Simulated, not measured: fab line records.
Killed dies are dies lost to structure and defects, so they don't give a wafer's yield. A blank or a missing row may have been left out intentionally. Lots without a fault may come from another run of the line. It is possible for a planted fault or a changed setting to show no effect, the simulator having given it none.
Which tool did it? ; flow nand_harc ; 13 lots with 39 wafers sampled at 4 steps, on a route of 1302 steps

== WHAT THE GAUGES SHOWED, per wafer ==
NHARC_END_SORT_01. Usual: defect_limited_yield 91 % (standard deviation 3.1); killed_at_array 57 (standard deviation 21); killed_at_other 0.9 (standard deviation 1.2); killed_at_periphery 4.2 (standard deviation 2.9); killed_dies 62 (standard deviation 21); killed_open 3.2 (standard deviation 1.8); killed_short 2.4 (standard deviation 1.5).
lot;measured;on;defect_limited_yield (%);killed_at_array;killed_at_other;killed_at_periphery;killed_dies;killed_open;killed_short;flag
L513;day 25 04:04;prober-02;91 91 91;53 54 50;0 0 4;9 4 7;62 58 61;6 2 4;6 2 3;
L514;day 25 04:51;prober-01;92 94 93;48 43 45;0 0 0;4 0 2;52 43 47;2 5 0;4 1 5;
L515;day 25 19:28;prober-01;84 84 88;106 99 75;1 3 3;2 4 5;109 106 83;0 1 1;3 3 1;
L516;day 25 21:04;prober-02;92 92 92;48 51 47;1 2 2;8 1 5;57 54 54;3 4 4;1 5 0;
L518;day 26 12:09;prober-02;84 84 85;107 105 99;2 0 0;2 0 1;111 105 100;6 7 5;1 1 2;
L519;day 27 23:24;prober-01;89 88 90;74 81 63;1 0 0;1 1 4;76 82 67;2 1 3;4 1 0;
L521;day 28 12:00;prober-02;86 85 88;95 97 82;2 2 0;1 2 1;98 101 83;2 2 3;3 3 3;
L522;day 29 03:15;prober-01;90 87 90;70 90 69;0 0 0;0 1 0;70 91 69;2 1 3;3 4 2;
L528;day 30 17:15;prober-01;78 92 93;60 43 45;1 0 0;89 10 1;150 53 46;2 3 2;6 3 5;OFF
L531;day 32 05:08;prober-01;95 94 95;28 39 33;1 0 1;3 4 1;32 43 35;1 5 3;2 4 1;
L533;day 33 01:40;prober-01;92 91 94;52 58 40;2 1 0;2 5 2;56 64 42;3 4 3;2 3 4;
L534;day 33 22:13;prober-02;95 95 95;27 30 28;1 1 2;5 2 5;33 33 35;1 2 5;4 2 3;
L535;day 34 09:01;prober-01;90 85 86;59 77 76;3 7 2;8 16 14;70 100 92;6 4 1;2 3 4;

== TOOL THAT RAN EACH LOT (tool first, then ch and the chambers of the sampled wafers, then the start) ==
lot;NHARC_P_M0_PVD_20;NHARC_THIN_TSV_PRE_CLEAN_50;NHARC_THIN_TSV_DESCUM_35
L513;pvd_sputter-03, day 6 11:46;pvd_sputter-03, day 24 16:17 or earlier;rie_diel-13 ch 0,3, day 24 16:17
L514;pvd_sputter-03, day 7 00:11;pvd_sputter-02, day 24 17:34 or earlier;rie_diel-13 ch 0,3, day 24 17:34
L515;pvd_sputter-01, day 7 14:26;pvd_sputter-03, day 25 10:37 or earlier;rie_diel-13 ch 2,3, day 25 10:37
L516;pvd_sputter-01, day 7 20:43;pvd_sputter-03, day 25 11:33 or earlier;rie_diel-02 ch 1,2, day 25 11:33
L518;pvd_sputter-03, day 8 13:05;pvd_sputter-03, day 26 01:35 or earlier;rie_diel-13 ch 1,3, day 26 01:35
L519;pvd_sputter-01, day 9 04:16;pvd_sputter-03, day 27 14:24 or earlier;rie_diel-10 ch 1,2,3, day 27 14:24
L521;pvd_sputter-03, day 10 01:28;pvd_sputter-01, day 28 01:27 or earlier;rie_diel-13 ch 0,1, day 28 01:27
L522;pvd_sputter-02, day 10 16:15;pvd_sputter-01, day 28 16:05 or earlier;rie_diel-02 ch 0,2, day 28 16:05
L528;pvd_sputter-01, day 12 15:43;pvd_sputter-03, day 30 06:44 or earlier;rie_diel-10 ch 0,1,3, day 30 06:44
L531;pvd_sputter-03, day 14 02:47;pvd_sputter-02, day 31 21:00 or earlier;rie_diel-13 ch 1,2,3, day 31 21:00
L533;pvd_sputter-03, day 14 20:08;pvd_sputter-01, day 32 09:42 or earlier;rie_diel-10 ch 2,3, day 32 09:42
L534;pvd_sputter-03, day 15 11:51;pvd_sputter-03, day 33 12:11 or earlier;rie_diel-13 ch 0,2, day 33 12:11
L535;pvd_sputter-01, day 15 20:37;pvd_sputter-03, day 33 23:40 or earlier;rie_diel-13 ch 1,2,3, day 33 23:40
- NHARC_P_M0_PVD_20: deposits TaN, target thk 5 nm, time 8.06 s.
- NHARC_THIN_TSV_PRE_CLEAN_50: time 30 s.
- NHARC_THIN_TSV_DESCUM_35: chemistry O2, time 3 s.

== WHAT THE TOOLS THEMSELVES READ (means of the sampled wafers that have a number; where no wafer has one, the mark that the record gives instead) ==
NHARC_P_M0_PVD_20. Usual: 29.9 % for throttle_valve_pct, sd 0.82.
lot;tool;throttle_valve_pct (%);flag
L513;pvd_sputter-03;29.0;
L514;pvd_sputter-03;29.0;
L515;pvd_sputter-01;30.5;
L516;pvd_sputter-01;30.7;
L518;pvd_sputter-03;29.9;
L519;pvd_sputter-01;30.3;
L521;pvd_sputter-03;29.3;
L522;pvd_sputter-02;29.7;
L528;pvd_sputter-01;30.6;
L531;pvd_sputter-03;29.8;
L533;pvd_sputter-03;29.6;
L534;pvd_sputter-03;29.6;
L535;pvd_sputter-01;30.6;

NHARC_THIN_TSV_PRE_CLEAN_50. Usual: 404 W for heater_power_w, sd 44.
lot;tool;heater_power_w (W);flag
L513;pvd_sputter-03;392;
L514;pvd_sputter-02;405;
L515;pvd_sputter-03;418;
L516;pvd_sputter-03;422;
L518;pvd_sputter-03;411;
L519;pvd_sputter-03;389;
L521;pvd_sputter-01;462;
L522;pvd_sputter-01;437;
L528;pvd_sputter-03;414;
L531;pvd_sputter-02;352;
L533;pvd_sputter-01;395;
L534;pvd_sputter-03;398;
L535;pvd_sputter-03;413;

NHARC_THIN_TSV_DESCUM_35. Usual: drypump_motor_current_A 5.5 A, standard deviation 0.49; oes_product_au 0.996 a.u., standard deviation 0.012; rf_vpp_V 57.7 V, standard deviation 1; showerhead_plenum_p_Torr 1.90 Torr, standard deviation 0.091; throttle_valve_pct 11.311 %, standard deviation 0.0095.
lot;tool;drypump_motor_current_A (A);oes_product_au (a.u.);rf_vpp_V (V);showerhead_plenum_p_Torr (Torr);throttle_valve_pct (%);flag
L513;rie_diel-13;5.6;0.983;57.7;1.89;11.309;
L514;rie_diel-13;5.3;0.979;58.0;1.84;11.309;
L515;rie_diel-13;5.6;0.989;59.0;1.97;11.317;
L516;rie_diel-02;6.6;1.005;57.3;1.81;11.308;
L518;rie_diel-13;5.5;0.987;58.2;1.95;11.311;
L519;rie_diel-10;5.4;1.007;57.3;1.83;11.318;
L521;rie_diel-13;5.0;0.982;57.1;1.85;11.308;
L522;rie_diel-02;5.7;1.011;57.4;1.96;11.305;
L528;rie_diel-10;5.6;0.995;56.7;1.83;11.312;
L531;rie_diel-13;5.2;1.000;58.2;1.98;11.309;
L533;rie_diel-10;5.3;0.999;58.2;1.85;11.303;
L534;rie_diel-13;5.1;0.988;56.9;1.86;11.315;
L535;rie_diel-13;5.3;0.999;57.6;1.98;11.313;

== THE ANSWER, worked out from the rows above alone ==
Rule: lot off if the mean of its wafers having a number is beyond 3 standard deviations from the usual mean. A lot without any number at a reading at which 4 lots or more have one is off too. The other lots that the step has rows for count as sound. Order of review: gauges by route order, followed by the tools' own readings, for which a lot's mean as printed above is used. At the first step where some lot is off, the reading lying furthest off is the one used; lots without a number count as furthest.
Off at NHARC_END_SORT_01 (killed_at_periphery): L528.
A tool fits if, at a process step before that reading, it ran every lot that is off, and no sound lot after the first of them. The gauges at NHARC_END_SORT_01 are tried like those tools. NHARC_THIN_TSV_PRE_CLEAN_50: start missing for some lots; hours and lot order therefore follow NHARC_THIN_TSV_DESCUM_35. Of those tried, none fits.

== WHAT THE SIMULATOR HAD PUT IN ==
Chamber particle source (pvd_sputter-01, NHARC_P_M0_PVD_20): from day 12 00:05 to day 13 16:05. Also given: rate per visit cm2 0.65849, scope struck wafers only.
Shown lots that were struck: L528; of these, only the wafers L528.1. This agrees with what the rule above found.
